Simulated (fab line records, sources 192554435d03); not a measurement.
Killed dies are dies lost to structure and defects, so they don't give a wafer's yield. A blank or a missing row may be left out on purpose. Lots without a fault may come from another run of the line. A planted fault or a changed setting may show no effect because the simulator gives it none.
fab line records | flow n5_finfet | part 2 of 2: steps 19 to 29 of 29
record lots=5 wafers=15 last_day=18
route steps=1938 shown FIN_SAQP@137 FIN_CUT@154
lots that met no fault: from a run of the same line without faults
start_h: hours from the record's first day to the start of the lot's first wafer shown | wait_h: hours since the lot's step before | " the same as in the row above | L1.1+2: a row that stands for several wafers | - no value, or no start given | * or withheld: withheld | < > ~ a bound
route shown NAME@n: a module of which the file shows steps, and the number in the route of the first | usual: mean/standard deviation of fault-free wafers | same: alike in all rows | chamber/n: place in a boat | sites: the reading at each site | _std_site: their standard deviation | _edge_site: outer sites' mean less inner sites' | radius_mm: how far each site lies from the wafer's centre | mask NAME#n: copy n | behind: the tool/chamber that last shaped the wafer | hold: why the lot was held/for how many hours/how that ended | device: the transistor (n, p or np) that didn't switch | end of line: the same wafers' tests at the end of the route | a step without rows: its recipe alone | killed: dies lost to structure and defects at the first sort, not the wafer's yield | map: a wafer's dies, x killed, . not, _ none there
set.NAME: the setting as run; set.NAME@STEP: as run at that earlier step | model.NAME: the simulator's own value behind a step, which no gauge read
lots at some steps of the route; a table a step, a row a wafer
services: from which hour (start_h, from the record's first day; less than 0 if before it) a tool's chamber was out of use, for how many hours, and why
## steps
# step N5_FIN_CUT_COAT_19
# recipe resist=SiARC temp_c=220 time_s=60 spin_rpm=1500 resist_thk_nm=20
# usual resist_line_temp_C=22.99/0.11
# columns lot.wafer tool chamber start_h wait_h resist_line_temp_C
L074.4 litho_track-02 0 - - 22.91
L074.5 " 0 " " 23.05
L074.6 " 0 " " 22.92
L085.1 litho_track-04 0 - - 22.82
L085.3 " 0 " " 22.92
L085.6 " 0 " " 23.02
L091.1 litho_track-04 0 - - 22.92
L091.5 " 0 " " 23.00
L091.6 " 0 " " 23.03
L092.3 litho_track-04 0 - - 22.78
L092.4 " 0 " " 22.85
L092.5 " 0 " " 22.92
L093.1 litho_track-04 0 - - 22.86
L093.2 " 0 " " 22.99
L093.4 " 0 " " 23.13
# step N5_FIN_CUT_COAT_29
# recipe resist=underlayer temp_c=205 time_s=60 spin_rpm=1500 resist_thk_nm=10
# usual resist_line_temp_C=22.98/0.12
# columns lot.wafer tool chamber start_h wait_h resist_line_temp_C
L074.4 litho_track-02 0 - - 22.89
L074.5 " 0 " " 23.00
L074.6 " 0 " " 23.14
L085.1 litho_track-04 0 - - 22.87
L085.3 " 0 " " 22.86
L085.6 " 0 " " 22.88
L091.1 litho_track-04 0 - - 23.08
L091.5 " 0 " " 23.01
L091.6 " 0 " " 23.08
L092.3 litho_track-04 0 - - 23.20
L092.4 " 0 " " 23.20
L092.5 " 0 " " 23.09
L093.1 litho_track-04 0 - - 22.81
L093.2 " 0 " " 22.80
L093.4 " 0 " " 22.94
# step N5_FIN_CUT_COAT_02
# recipe resist=CAR-EUV spin_rpm=1500 resist_thk_nm=30
# usual resist_line_temp_C=22.99/0.12
# columns lot.wafer tool chamber start_h wait_h resist_line_temp_C
L074.4 litho_track-02 0 - - 23.02
L074.5 " 0 " " 22.95
L074.6 " 0 " " 22.86
L085.1 litho_track-04 0 - - 23.11
L085.3 " 0 " " 23.13
L085.6 " 0 " " 23.09
L091.1 litho_track-04 0 - - 22.77
L091.5 " 0 " " 23.00
L091.6 " 0 " " 22.94
L092.3 litho_track-04 0 - - 23.00
L092.4 " 0 " " 23.19
L092.5 " 0 " " 23.18
L093.1 litho_track-04 0 - - 23.09
L093.2 " 0 " " 23.02
L093.4 " 0 " " 23.28
# step N5_FIN_CUT_EBR_04
# recipe solvent=PGMEA ebr_width_mm=1.5
# usual resist_line_temp_C=23.00/0.11
# columns lot.wafer tool chamber start_h wait_h resist_line_temp_C
L074.4 litho_track-02 0 - - 23.06
L074.5 " 0 " " 23.00
L074.6 " 0 " " 22.91
L085.1 litho_track-04 0 - - 23.08
L085.3 " 0 " " 23.01
L085.6 " 0 " " 23.04
L091.1 litho_track-04 0 - - 23.00
L091.5 " 0 " " 22.94
L091.6 " 0 " " 23.14
L092.3 litho_track-04 0 - - 22.90
L092.4 " 0 " " 23.02
L092.5 " 0 " " 22.99
L093.1 litho_track-04 0 - - 23.01
L093.2 " 0 " " 23.27
L093.4 " 0 " " 23.29
# step N5_FIN_CUT_SOFTBAKE_03
# recipe temp_c=110 time_s=60 resist=CAR-EUV
# usual resist_line_temp_C=22.98/0.095
# columns lot.wafer tool chamber start_h wait_h resist_line_temp_C
L074.4 litho_track-02 0 - - 23.01
L074.5 " 0 " " 22.99
L074.6 " 0 " " 22.96
L085.1 litho_track-04 0 - - 22.85
L085.3 " 0 " " 22.88
L085.6 " 0 " " 23.01
L091.1 litho_track-04 0 - - 22.93
L091.5 " 0 " " 22.86
L091.6 " 0 " " 23.01
L092.3 litho_track-04 0 - - 22.81
L092.4 " 0 " " 22.96
L092.5 " 0 " " 22.77
L093.1 litho_track-04 0 - - 22.89
L093.2 " 0 " " 22.93
L093.4 " 0 " " 22.88
# step N5_FIN_CUT_EXPOSE_05
# recipe mask_id=FIN_CUT na=0.33 source_shape=annular sigma_inner=0.35 sigma_outer=0.8 polarization=unpolarized dose_mj=45.75
# usual reticle_temp_C=23.00/0.095
# columns lot.wafer tool chamber start_h wait_h mask reticle_temp_C
L074.4 euv_scanner-02 0 26.64 - FIN_CUT#0 23.04
L074.5 " 0 " " FIN_CUT#0 22.93
L074.6 " 0 " " FIN_CUT#0 23.00
L085.1 euv_scanner-02 0 93.69 - FIN_CUT#0 23.02
L085.3 " 0 " " FIN_CUT#0 22.90
L085.6 " 0 " " FIN_CUT#0 23.05
L091.1 euv_scanner-02 0 128.73 - FIN_CUT#0 23.00
L091.5 " 0 " " FIN_CUT#0 22.88
L091.6 " 0 " " FIN_CUT#0 23.07
L092.3 euv_scanner-01 0 135.46 - FIN_CUT#0 22.93
L092.4 " 0 " " FIN_CUT#0 22.92
L092.5 " 0 " " FIN_CUT#0 23.07
L093.1 euv_scanner-02 0 142.49 - FIN_CUT#0 22.92
L093.2 " 0 " " FIN_CUT#0 22.87
L093.4 " 0 " " FIN_CUT#0 22.82
# step N5_FIN_CUT_PEB_06
# recipe peb_temp_c=100 peb_time_s=60 resist=CAR-EUV
# usual resist_line_temp_C=22.96/0.1
# columns lot.wafer tool chamber start_h wait_h resist_line_temp_C
L074.4 litho_track-01 0 26.69 0.0 23.03
L074.5 " 0 " " 22.89
L074.6 " 0 " " 23.00
L085.1 litho_track-02 0 93.76 0.1 23.06
L085.3 " 0 " " 23.28
L085.6 " 0 " " 22.98
L091.1 litho_track-02 0 128.80 0.1 22.83
L091.5 " 0 " " 22.89
L091.6 " 0 " " 22.91
L092.3 litho_track-02 0 135.51 0.0 23.07
L092.4 " 0 " " 22.93
L092.5 " 0 " " 22.93
L093.1 litho_track-04 0 142.56 0.1 22.88
L093.2 " 0 " " 22.96
L093.4 " 0 " " 22.82
# step N5_FIN_CUT_DEVELOP_07
# recipe develop_time_s=30 developer=TMAH resist=CAR-EUV rinse_liquid=surfactant_rinse dry=air_spin dev_temp_c=23
# usual resist_line_temp_C=22.97/0.1
# columns lot.wafer tool chamber start_h wait_h resist_line_temp_C
L074.4 litho_track-01 0 - - 23.05
L074.5 " 0 " " 23.11
L074.6 " 0 " " 22.87
L085.1 litho_track-02 0 - - 23.00
L085.3 " 0 " " 23.10
L085.6 " 0 " " 23.08
L091.1 litho_track-02 0 - - 23.00
L091.5 " 0 " " 23.03
L091.6 " 0 " " 22.94
L092.3 litho_track-02 0 - - 22.76
L092.4 " 0 " " 22.97
L092.5 " 0 " " 22.90
L093.1 litho_track-04 0 - - 22.86
L093.2 " 0 " " 23.05
L093.4 " 0 " " 22.93
# step N5_FIN_CUT_CD_MEAS_08
# recipe target_cd_nm=29.1 landing_energy_ev=500 detector=se_inlens polarity=opening
# usual cd_nm=29.09/0.23
# columns lot.wafer tool chamber start_h wait_h cd_nm
L074.4 cd_sem-02 0 26.76 - 28.96
L074.5 " 0 " " 28.81
L074.6 " 0 " " 28.88
L085.1 cd_sem-02 0 93.83 - 28.85
L085.3 " 0 " " 28.54
L085.6 " 0 " " 29.04
L091.1 cd_sem-03 0 128.87 - 28.77
L091.5 " 0 " " 28.94
L091.6 " 0 " " 28.83
L092.3 cd_sem-03 0 135.58 - 29.08
L092.4 " 0 " " 29.01
L092.5 " 0 " " 29.04
L093.1 cd_sem-01 0 142.63 - 28.96
L093.2 " 0 " " 29.69
L093.4 " 0 " " 29.05
# step N5_FIN_CUT_OVL_MEAS_09
# recipe points_per_wafer=522
# usual FIN_CUT_OVL=0.1/0.72
# columns lot.wafer tool chamber start_h wait_h FIN_CUT_OVL[nm]
L074.4 overlay-01 0 26.80 0.0 0.0
L074.5 " 0 " " -0.3
L074.6 " 0 " " -0.2
L085.1 overlay-01 0 93.86 0.0 -0.6
L085.3 " 0 " " -0.8
L085.6 " 0 " " -0.9
L091.1 overlay-02 0 128.90 0.0 0.6
L091.5 " 0 " " 0.2
L091.6 " 0 " " 1.0
L092.3 overlay-02 0 135.62 0.0 -0.2
L092.4 " 0 " " -0.4
L092.5 " 0 " " -0.4
L093.1 overlay-02 0 142.67 0.0 0.7
L093.2 " 0 " " 1.1
L093.4 " 0 " " 0.2
# step N5_FIN_CUT_INSPECT_10
# recipe mode=adi inspect_instrument=brightfield
# usual raw_defect_count=38/11
# columns lot.wafer tool chamber start_h wait_h raw_defect_count
L074.4 defect_inspect-01 - 26.84 0.0 40
L074.5 " - " " 49
L074.6 " - " " 34
L085.1 defect_inspect-01 - 93.92 0.1 51
L085.3 " - " " 42
L085.6 " - " " 20
L091.1 defect_inspect-01 - 128.96 0.1 46
L091.5 " - " " 42
L091.6 " - " " 51
L092.3 defect_inspect-02 - 135.67 0.0 31
L092.4 " - " " 38
L092.5 " - " " 36
L093.1 defect_inspect-02 - 142.73 0.1 40
L093.2 " - " " 44
L093.4 " - " " 48
## services
# columns tool chamber start_h hours kind
euv_scanner-02 - 17.10 1.0 pm
rie_diel-03 2 26.72 4.9 repair
rie_si-06 2 27.67 2.1 repair
rie_si-01 3 29.24 4.4 repair
rie_diel-03 0 30.25 4.7 repair
euv_scanner-02 - 32.85 2.4 repair
euv_scanner-02 - 35.51 2.1 repair
rie_si-01 - 42.75 14.6 pm
rie_si-06 3 48.59 5.4 repair
rie_diel-01 1 59.08 2.7 repair
ald_sin-04 3 60.60 13.3 repair
rie_diel-03 3 60.64 132.0 repair
vapor_etch-02 - 70.93 2.8 pm
euv_scanner-02 - 73.25 1.0 pm
rie_diel-01 2 79.65 27.8 repair
ald_sin-04 - 87.53 14.0 pm
euv_scanner-02 - 94.54 0.2 repair
ald_sin-02 1 102.28 21.5 repair
euv_scanner-02 - 112.75 0.2 repair
euv_scanner-02 - 114.87 4.6 pm
rie_si-01 1 116.59 5.4 repair
euv_scanner-02 - 129.40 1.0 pm
rie_si-06 3 133.35 6.9 repair
ald_sin-02 0 138.03 2.0 repair
